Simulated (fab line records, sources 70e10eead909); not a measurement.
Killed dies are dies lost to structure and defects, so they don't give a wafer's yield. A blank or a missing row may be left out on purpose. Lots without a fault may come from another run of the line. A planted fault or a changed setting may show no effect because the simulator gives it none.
Which tool did it? | flow nand_harc | 18 lots, 54 wafers sampled, at 6 steps of a route of 1159

WHAT THE GAUGES READ, wafer by wafer
The record holds no reading of a measuring or inspecting step that can be judged against a usual standard deviation.

WHICH TOOL RAN EACH LOT (tool, then ch and the chambers of the sampled wafers, then the start)
lot  | NHARC_A_CHANNEL_FILL_D1_STRIP_29              | NHARC_A_STAIRCASE_DESCUM_168       | NHARC_A_STAIRCASE_TRIM_16                     | NHARC_A_STAIRCASE_TRIM_22                     | NHARC_A_STAIRCASE_TRIM_196         | NHARC_A_STAIRCASE_ETCH_197
L075 | rie_diel-08 ch 1,2,3, day 11 06:16 or earlier | rie_diel-13 ch 0,1,3, day 11 06:16 | rie_diel-13 ch 0,2,3, day 11 12:48 or earlier | rie_diel-13 ch 0,1,2, day 11 12:48 or earlier | rie_diel-03 ch 0,2,3, day 11 12:48 | rie_diel-03 ch 0,1,3, no start
L076 | rie_diel-05 ch 1,3, day 11 06:26 or earlier   | rie_diel-01 ch 0,2,3, day 11 06:26 | rie_diel-03 ch 0,2,3, day 11 13:50 or earlier | rie_diel-03 ch 0,2,3, day 11 13:50 or earlier | rie_diel-01 ch 0,1,2, day 11 13:50 | rie_diel-01 ch 0,1,2, no start
L078 | rie_diel-08 ch 1,2,3, day 11 09:52 or earlier | rie_diel-01 ch 0,1,3, day 11 09:52 | rie_diel-01 ch 0,1,2, day 11 17:01 or earlier | rie_diel-13 ch 0,1,2, day 11 17:01 or earlier | rie_diel-03 ch 0,1,2, day 11 17:01 | rie_diel-03 ch 0,2,3, no start
L074 | rie_diel-05 ch 0,1,2, day 11 10:02 or earlier | rie_diel-01 ch 1,2,3, day 11 10:02 | rie_diel-01 ch 0,1,2, day 11 17:48 or earlier | rie_diel-03 ch 2,3, day 11 17:48 or earlier   | rie_diel-13 ch 0,2, day 11 17:48   | rie_diel-13 ch 1,2,3, no start
L079 | rie_diel-08 ch 0,1,2, day 11 14:22 or earlier | rie_diel-03 ch 0,2,3, day 11 14:22 | rie_diel-01 ch 0,1,3, day 12 02:22 or earlier | rie_diel-13 ch 1,2,3, day 12 02:22 or earlier | rie_diel-01 ch 0,2,3, day 12 02:22 | rie_diel-01 ch 0,1,2, no start
L082 | rie_diel-05 ch 0,1,3, day 12 17:46 or earlier | rie_diel-03 ch 1,2,3, day 12 17:46 | rie_diel-03 ch 0,2, day 13 01:30 or earlier   | rie_diel-13 ch 0,2,3, day 13 01:30 or earlier | rie_diel-01 ch 1,2,3, day 13 01:30 | rie_diel-01 ch 0,1, no start
L083 | rie_diel-08 ch 0,1,3, day 12 17:34 or earlier | rie_diel-01 ch 1,2, day 12 17:34   | rie_diel-01 ch 0,1,2, day 13 01:08 or earlier | rie_diel-01 ch 0,1, day 13 01:08 or earlier   | rie_diel-13 ch 1,3, day 13 01:08   | rie_diel-13 ch 0,2,3, no start
L089 | rie_diel-05 ch 2,3, day 13 17:26 or earlier   | rie_diel-03 ch 0,1,3, day 13 17:26 | rie_diel-13 ch 1,3, day 14 00:59 or earlier   | rie_diel-13 ch 0,1,3, day 14 00:59 or earlier | rie_diel-13 ch 1,2,3, day 14 00:59 | rie_diel-13 ch 0,3, no start
L085 | rie_diel-08 ch 0,1,3, day 13 17:37 or earlier | rie_diel-01 ch 0,1,2, day 13 17:37 | rie_diel-13 ch 0,2,3, day 14 03:37 or earlier | rie_diel-01 ch 0,1,3, day 14 03:37 or earlier | rie_diel-13 ch 0,2,3, day 14 03:37 | rie_diel-13 ch 0,2,3, no start
L087 | rie_diel-05 ch 1,2, day 14 01:52 or earlier   | rie_diel-01 ch 1,3, day 14 01:52   | rie_diel-03 ch 0,1, day 14 13:26 or earlier   | rie_diel-13 ch 0,1, day 14 13:26 or earlier   | rie_diel-03 ch 0,3, day 14 13:26   | rie_diel-03 ch 0,3, no start
L086 | rie_diel-08 ch 0,2,3, day 14 08:45 or earlier | rie_diel-03 ch 0,2, day 14 08:45   | rie_diel-13 ch 0,2, day 14 18:35 or earlier   | rie_diel-13 ch 1,2, day 14 18:35 or earlier   | rie_diel-13 ch 0,1,3, day 14 18:35 | rie_diel-13 ch 0,1,2, no start
L088 | rie_diel-05 ch 1,2,3, day 14 15:59 or earlier | rie_diel-01 ch 0,1,3, day 14 15:59 | rie_diel-13 ch 0,2,3, day 15 01:11 or earlier | rie_diel-01 ch 0,1, day 15 01:11 or earlier   | rie_diel-13 ch 1,2,3, day 15 01:11 | rie_diel-13 ch 0,2, no start
L092 | rie_diel-08 ch 1,2, day 15 00:53 or earlier   | rie_diel-13 ch 0,1,3, day 15 00:53 | rie_diel-13 ch 0,1,3, day 15 08:32 or earlier | rie_diel-03 ch 0,2,3, day 15 08:32 or earlier | rie_diel-13 ch 0,1,2, day 15 08:32 | rie_diel-13 ch 0,1,2, no start
L091 | rie_diel-05 ch 0,2,3, day 15 01:07 or earlier | rie_diel-03 ch 0,2, day 15 01:07   | rie_diel-13 ch 1,2,3, day 15 08:18 or earlier | rie_diel-13 ch 0,1,3, day 15 08:18 or earlier | rie_diel-01 ch 1,2,3, day 15 08:18 | rie_diel-01 ch 1,2,3, no start
L093 | rie_diel-08 ch 0,1, day 15 12:28 or earlier   | rie_diel-01 ch 2,3, day 15 12:28   | rie_diel-13 ch 1,2,3, day 15 20:09 or earlier | rie_diel-03 ch 0,3, day 15 20:09 or earlier   | rie_diel-01 ch 1,2,3, day 15 20:09 | rie_diel-01 ch 1,2, no start
L094 | rie_diel-07 ch 0,1,3, day 15 12:14 or earlier | rie_diel-13 ch 2,3, day 15 12:14   | rie_diel-03 ch 0,2,3, day 15 19:48 or earlier | rie_diel-03 ch 0,2,3, day 15 19:48 or earlier | rie_diel-03 ch 0,2,3, day 15 19:48 | rie_diel-03 ch 0,2,3, no start
L095 | rie_diel-08 ch 1,2,3, day 15 21:26 or earlier | rie_diel-03 ch 0,3, day 15 21:26   | rie_diel-03 ch 0,2,3, day 16 07:44 or earlier | rie_diel-13 ch 0,1,3, day 16 07:44 or earlier | rie_diel-13 ch 1,2,3, day 16 07:44 | rie_diel-13 ch 0,2,3, no start
L097 | rie_diel-05 ch 1,3, day 16 02:49 or earlier   | rie_diel-01 ch 0,3, day 16 02:49   | rie_diel-03 ch 0,3, day 16 10:21 or earlier   | rie_diel-13 ch 0,3, day 16 10:21 or earlier   | rie_diel-03 ch 0,3, day 16 10:21   | rie_diel-03 ch 0,3, no start
- NHARC_A_CHANNEL_FILL_D1_STRIP_29: strips in O2, time 20 s.
- NHARC_A_STAIRCASE_DESCUM_168: chemistry O2, time 3 s.
- NHARC_A_STAIRCASE_TRIM_16: chemistry O2, time 211.2 s.
- NHARC_A_STAIRCASE_TRIM_22: chemistry O2, time 211.2 s.
- NHARC_A_STAIRCASE_TRIM_196: chemistry O2, time 211.2 s.
- NHARC_A_STAIRCASE_ETCH_197: etches the open film in C4F8/O2, target depth 100 nm, time 40.5 s.

WHAT THE TOOLS THEMSELVES READ (means of the sampled wafers that have a number; where no wafer has one, the mark that the record gives instead)
NHARC_A_CHANNEL_FILL_D1_STRIP_29.
lot  | tool        | drypump_motor_current_A (A) | mfc_ar_sccm (sccm) | o2_flow_sccm (sccm) | oes_product_au (a.u.) | rf_vpp_V (V) | showerhead_plenum_p_Torr (Torr) | throttle_valve_pct (%)
L075 | rie_diel-08 | 5.4                         | 0.000              | 499.0               | 1.001                 | 58.1         | 3.58                            | 17.036
L076 | rie_diel-05 | 6.0                         | 0.019              | 500.2               | 0.992                 | 58.1         | 3.67                            | 17.038
L078 | rie_diel-08 | 5.4                         | 0.000              | 501.0               | 1.003                 | 57.9         | 3.58                            | 17.042
L074 | rie_diel-05 | 5.5                         | 0.009              | 499.3               | 0.999                 | 56.5         | 3.46                            | 17.037
L079 | rie_diel-08 | 5.7                         | 0.008              | 500.0               | 1.005                 | 57.9         | 3.61                            | 17.036
L082 | rie_diel-05 | 5.7                         | 0.011              | 499.9               | 0.997                 | 57.7         | 3.57                            | 17.037
L083 | rie_diel-08 | 5.6                         | 0.008              | 499.7               | 0.987                 | 57.8         | 3.66                            | 17.027
L089 | rie_diel-05 | 6.1                         | 0.002              | 500.4               | 1.013                 | 57.7         | 3.52                            | 17.041
L085 | rie_diel-08 | 5.6                         | 0.008              | 499.4               | 0.988                 | 57.5         | 3.66                            | 17.028
L087 | rie_diel-05 | 5.9                         | 0.009              | 499.3               | 1.004                 | 58.4         | 3.48                            | 17.041
L086 | rie_diel-08 | 5.7                         | 0.008              | 500.0               | 1.006                 | 57.9         | 3.66                            | 17.029
L088 | rie_diel-05 | 6.1                         | 0.011              | 499.6               | 1.004                 | 58.8         | 3.60                            | 17.040
L092 | rie_diel-08 | 5.4                         | 0.000              | 500.5               | 1.002                 | 57.6         | 3.53                            | 17.037
L091 | rie_diel-05 | 5.7                         | 0.002              | 500.7               | 1.006                 | 58.3         | 3.50                            | 17.049
L093 | rie_diel-08 | 5.6                         | 0.008              | 497.7               | 0.998                 | 57.8         | 3.61                            | 17.036
L094 | rie_diel-07 | 5.8                         | 0.001              | 500.6               | 0.992                 | 58.6         | 3.57                            | 17.038
L095 | rie_diel-08 | 5.4                         | 0.000              | 499.9               | 0.990                 | 57.5         | 3.58                            | 17.044
L097 | rie_diel-05 | 6.0                         | 0.019              | 500.2               | 0.994                 | 58.3         | 3.66                            | 17.026

NHARC_A_STAIRCASE_DESCUM_168.
lot  | tool        | drypump_motor_current_A (A) | mfc_ar_sccm (sccm) | o2_flow_sccm (sccm) | oes_product_au (a.u.) | rf_vpp_V (V) | showerhead_plenum_p_Torr (Torr) | throttle_valve_pct (%)
L075 | rie_diel-13 | 5.9                         | 0.003              | 200.1               | 1.004                 | 57.9         | 1.86                            | 11.321
L076 | rie_diel-01 | 5.8                         | 0.004              | 200.2               | 0.988                 | 57.9         | 1.86                            | 11.318
L078 | rie_diel-01 | 5.7                         | 0.004              | 200.5               | 0.990                 | 57.5         | 1.87                            | 11.307
L074 | rie_diel-01 | 5.7                         | 0.001              | 199.7               | 1.003                 | 58.0         | 1.83                            | 11.313
L079 | rie_diel-03 | 6.1                         | 0.008              | 200.5               | 1.003                 | 58.3         | 1.86                            | 11.314
L082 | rie_diel-03 | 6.2                         | 0.008              | 200.1               | 1.013                 | 57.9         | 1.82                            | 11.302
L083 | rie_diel-01 | 6.1                         | 0.000              | 200.3               | 1.000                 | 57.7         | 1.84                            | 11.314
L089 | rie_diel-03 | 6.0                         | 0.000              | 199.9               | 1.009                 | 57.7         | 1.86                            | 11.316
L085 | rie_diel-01 | 6.0                         | 0.003              | 200.5               | 0.988                 | 57.6         | 1.88                            | 11.311
L087 | rie_diel-01 | 5.4                         | 0.003              | 200.6               | 0.986                 | 57.2         | 1.80                            | 11.300
L086 | rie_diel-03 | 6.0                         | 0.008              | 200.8               | 1.004                 | 57.3         | 1.85                            | 11.304
L088 | rie_diel-01 | 5.7                         | 0.004              | 200.0               | 0.997                 | 57.8         | 1.86                            | 11.315
L092 | rie_diel-13 | 5.9                         | 0.003              | 200.1               | 1.005                 | 56.9         | 1.95                            | 11.310
L091 | rie_diel-03 | 6.2                         | 0.017              | 199.6               | 1.001                 | 57.9         | 1.81                            | 11.316
L093 | rie_diel-01 | 5.9                         | 0.001              | 200.2               | 0.995                 | 57.9         | 1.81                            | 11.300
L094 | rie_diel-13 | 6.1                         | 0.011              | 200.5               | 0.994                 | 58.2         | 2.00                            | 11.311
L095 | rie_diel-03 | 5.9                         | 0.000              | 200.6               | 1.004                 | 57.2         | 1.89                            | 11.311
L097 | rie_diel-01 | 5.8                         | 0.007              | 199.3               | 0.987                 | 57.4         | 1.90                            | 11.313

NHARC_A_STAIRCASE_TRIM_16.
lot  | tool        | drypump_motor_current_A (A) | mfc_ar_sccm (sccm) | o2_flow_sccm (sccm) | oes_product_au (a.u.) | rf_vpp_V (V) | showerhead_plenum_p_Torr (Torr) | throttle_valve_pct (%)
L075 | rie_diel-13 | 5.8                         | 0.006              | 498.9               | 1.004                 | 57.9         | 3.42                            | 17.042
L076 | rie_diel-03 | 6.1                         | 0.008              | 500.6               | 1.004                 | 57.2         | 3.44                            | 17.039
L078 | rie_diel-01 | 6.0                         | 0.003              | 499.8               | 0.989                 | 57.9         | 3.48                            | 17.037
L074 | rie_diel-01 | 6.0                         | 0.003              | 498.8               | 0.996                 | 58.1         | 3.48                            | 17.032
L079 | rie_diel-01 | 5.7                         | 0.004              | 499.6               | 0.993                 | 58.4         | 3.46                            | 17.038
L082 | rie_diel-03 | 6.1                         | 0.017              | 500.0               | 1.008                 | 56.5         | 3.37                            | 17.031
L083 | rie_diel-01 | 6.0                         | 0.003              | 501.2               | 0.987                 | 56.3         | 3.47                            | 17.038
L089 | rie_diel-13 | 6.3                         | 0.005              | 500.4               | 0.991                 | 58.0         | 3.69                            | 17.035
L085 | rie_diel-13 | 5.8                         | 0.006              | 499.6               | 0.991                 | 58.9         | 3.59                            | 17.043
L087 | rie_diel-03 | 6.0                         | 0.000              | 498.0               | 1.001                 | 57.6         | 3.42                            | 17.046
L086 | rie_diel-13 | 5.7                         | 0.009              | 499.4               | 0.996                 | 57.3         | 3.53                            | 17.038
L088 | rie_diel-13 | 5.8                         | 0.006              | 499.5               | 0.995                 | 58.3         | 3.59                            | 17.037
L092 | rie_diel-13 | 5.9                         | 0.003              | 500.9               | 1.005                 | 57.9         | 3.59                            | 17.041
L091 | rie_diel-13 | 6.2                         | 0.008              | 499.9               | 0.992                 | 58.0         | 3.68                            | 17.040
L093 | rie_diel-13 | 6.3                         | 0.008              | 499.3               | 1.006                 | 58.3         | 3.68                            | 17.032
L094 | rie_diel-03 | 6.1                         | 0.008              | 498.6               | 1.001                 | 58.8         | 3.42                            | 17.041
L095 | rie_diel-03 | 6.1                         | 0.008              | 499.4               | 1.010                 | 57.1         | 3.42                            | 17.038
L097 | rie_diel-03 | 6.0                         | 0.000              | 499.4               | 0.998                 | 57.3         | 3.49                            | 17.040

NHARC_A_STAIRCASE_TRIM_22.
lot  | tool        | drypump_motor_current_A (A) | mfc_ar_sccm (sccm) | o2_flow_sccm (sccm) | oes_product_au (a.u.) | rf_vpp_V (V) | showerhead_plenum_p_Torr (Torr) | throttle_valve_pct (%)
L075 | rie_diel-13 | 5.8                         | 0.007              | 500.2               | 1.003                 | 58.2         | 3.55                            | 17.030
L076 | rie_diel-03 | 6.1                         | 0.008              | 499.6               | 1.000                 | 57.5         | 3.44                            | 17.035
L078 | rie_diel-13 | 5.8                         | 0.007              | 499.9               | 1.000                 | 57.9         | 3.55                            | 17.032
L074 | rie_diel-03 | 6.3                         | 0.017              | 499.1               | 1.007                 | 57.3         | 3.37                            | 17.041
L079 | rie_diel-13 | 6.2                         | 0.008              | 499.5               | 0.999                 | 58.1         | 3.52                            | 17.044
L082 | rie_diel-13 | 5.8                         | 0.006              | 500.2               | 1.003                 | 58.0         | 3.60                            | 17.042
L083 | rie_diel-01 | 6.0                         | 0.003              | 500.3               | 0.985                 | 57.0         | 3.49                            | 17.034
L089 | rie_diel-13 | 5.9                         | 0.003              | 501.1               | 1.003                 | 58.2         | 3.60                            | 17.030
L085 | rie_diel-01 | 5.7                         | 0.004              | 499.2               | 0.985                 | 57.8         | 3.44                            | 17.029
L087 | rie_diel-13 | 5.9                         | 0.004              | 500.3               | 1.006                 | 57.6         | 3.54                            | 17.029
L086 | rie_diel-13 | 6.2                         | 0.011              | 500.2               | 0.999                 | 58.5         | 3.63                            | 17.037
L088 | rie_diel-01 | 5.9                         | 0.003              | 499.9               | 0.988                 | 58.4         | 3.48                            | 17.047
L092 | rie_diel-03 | 6.1                         | 0.008              | 501.0               | 1.011                 | 57.2         | 3.42                            | 17.040
L091 | rie_diel-13 | 5.9                         | 0.003              | 500.4               | 0.997                 | 57.4         | 3.59                            | 17.035
L093 | rie_diel-03 | 6.0                         | 0.000              | 499.2               | 0.998                 | 57.6         | 3.49                            | 17.031
L094 | rie_diel-03 | 6.1                         | 0.008              | 500.3               | 1.000                 | 56.9         | 3.42                            | 17.038
L095 | rie_diel-13 | 5.9                         | 0.003              | 499.5               | 1.005                 | 58.7         | 3.59                            | 17.039
L097 | rie_diel-13 | 5.9                         | 0.003              | 497.8               | 0.997                 | 58.1         | 3.64                            | 17.030

NHARC_A_STAIRCASE_TRIM_196.
lot  | tool        | drypump_motor_current_A (A) | mfc_ar_sccm (sccm) | o2_flow_sccm (sccm) | oes_product_au (a.u.) | rf_vpp_V (V) | showerhead_plenum_p_Torr (Torr) | throttle_valve_pct (%)
L075 | rie_diel-03 | 6.1                         | 0.008              | 502.2               | 1.004                 | 57.4         | 3.44                            | 17.025
L076 | rie_diel-01 | 6.1                         | 0.003              | 500.5               | 0.990                 | 57.5         | 3.48                            | 17.027
L078 | rie_diel-03 | 6.1                         | 0.008              | 500.3               | 1.008                 | 57.6         | 3.36                            | 17.039
L074 | rie_diel-13 | 5.3                         | 0.005              | 501.1               | 1.001                 | 57.1         | 3.45                            | 17.032
L079 | rie_diel-01 | 5.8                         | 0.004              | 500.2               | 0.992                 | 57.6         | 3.44                            | 17.029
L082 | rie_diel-01 | 5.8                         | 0.001              | 499.0               | 1.002                 | 57.7         | 3.37                            | 17.049
L083 | rie_diel-13 | 6.3                         | 0.005              | 500.5               | 0.994                 | 58.4         | 3.70                            | 17.035
L089 | rie_diel-13 | 6.2                         | 0.008              | 501.0               | 0.995                 | 58.1         | 3.69                            | 17.031
L085 | rie_diel-13 | 5.8                         | 0.006              | 499.0               | 0.998                 | 58.1         | 3.59                            | 17.033
L087 | rie_diel-03 | 6.1                         | 0.000              | 498.9               | 1.007                 | 57.9         | 3.50                            | 17.034
L086 | rie_diel-13 | 5.9                         | 0.003              | 500.4               | 1.006                 | 58.4         | 3.59                            | 17.040
L088 | rie_diel-13 | 6.2                         | 0.008              | 500.8               | 0.988                 | 57.8         | 3.68                            | 17.041
L092 | rie_diel-13 | 5.7                         | 0.007              | 501.6               | 1.006                 | 57.5         | 3.53                            | 17.030
L091 | rie_diel-01 | 5.8                         | 0.001              | 500.3               | 0.996                 | 56.7         | 3.36                            | 17.027
L093 | rie_diel-01 | 5.7                         | 0.001              | 500.4               | 0.997                 | 57.3         | 3.36                            | 17.027
L094 | rie_diel-03 | 6.1                         | 0.008              | 500.7               | 1.003                 | 57.3         | 3.42                            | 17.030
L095 | rie_diel-13 | 6.2                         | 0.008              | 500.8               | 0.994                 | 57.6         | 3.68                            | 17.038
L097 | rie_diel-03 | 6.1                         | 0.000              | 500.1               | 1.010                 | 57.7         | 3.49                            | 17.032

NHARC_A_STAIRCASE_ETCH_197.
lot  | tool        | oes_product_au (a.u.) | rf_vpp_V (V)
L075 | rie_diel-03 | 0.942                 | 893
L076 | rie_diel-01 | 0.936                 | 895
L078 | rie_diel-03 | 0.949                 | 893
L074 | rie_diel-13 | 0.942                 | 895
L079 | rie_diel-01 | 0.935                 | 894
L082 | rie_diel-01 | 0.912                 | 897
L083 | rie_diel-13 | 0.939                 | 898
L089 | rie_diel-13 | 0.945                 | 900
L085 | rie_diel-13 | 0.928                 | 898
L087 | rie_diel-03 | 0.931                 | 896
L086 | rie_diel-13 | 0.942                 | 897
L088 | rie_diel-13 | 0.925                 | 892
L092 | rie_diel-13 | 0.953                 | 895
L091 | rie_diel-01 | 0.963                 | 890
L093 | rie_diel-01 | 0.959                 | 892
L094 | rie_diel-03 | 0.956                 | 892
L095 | rie_diel-13 | 0.981                 | 898
L097 | rie_diel-03 | 0.945                 | 896

THE ANSWER, worked out from the rows above alone
Rule: what is usual is taken from the lots themselves. Put in order of their means at a reading, lots are off if they are a third of the lots or fewer, leave a main group of 4 or more, and stand apart from it by a gap of 3 or more times the standard deviation of the main group's means; of several such gaps the widest counts. A main group whose means are all the same, to the digits that the tables above print for the reading, isn't used. A lot without any number at a reading at which 4 lots or more have one is off too. The other lots that the step has rows for count as sound. The gauges are gone through in route order, then the tools' own readings, and for those a lot's mean is taken as printed above. The first step at which some lot is off is used, and at that step the reading that is off furthest; a lot without a number counts as furthest.
No lot is off at any reading shown: from this, nothing can be told.

WHAT THE SIMULATOR HAD PUT IN
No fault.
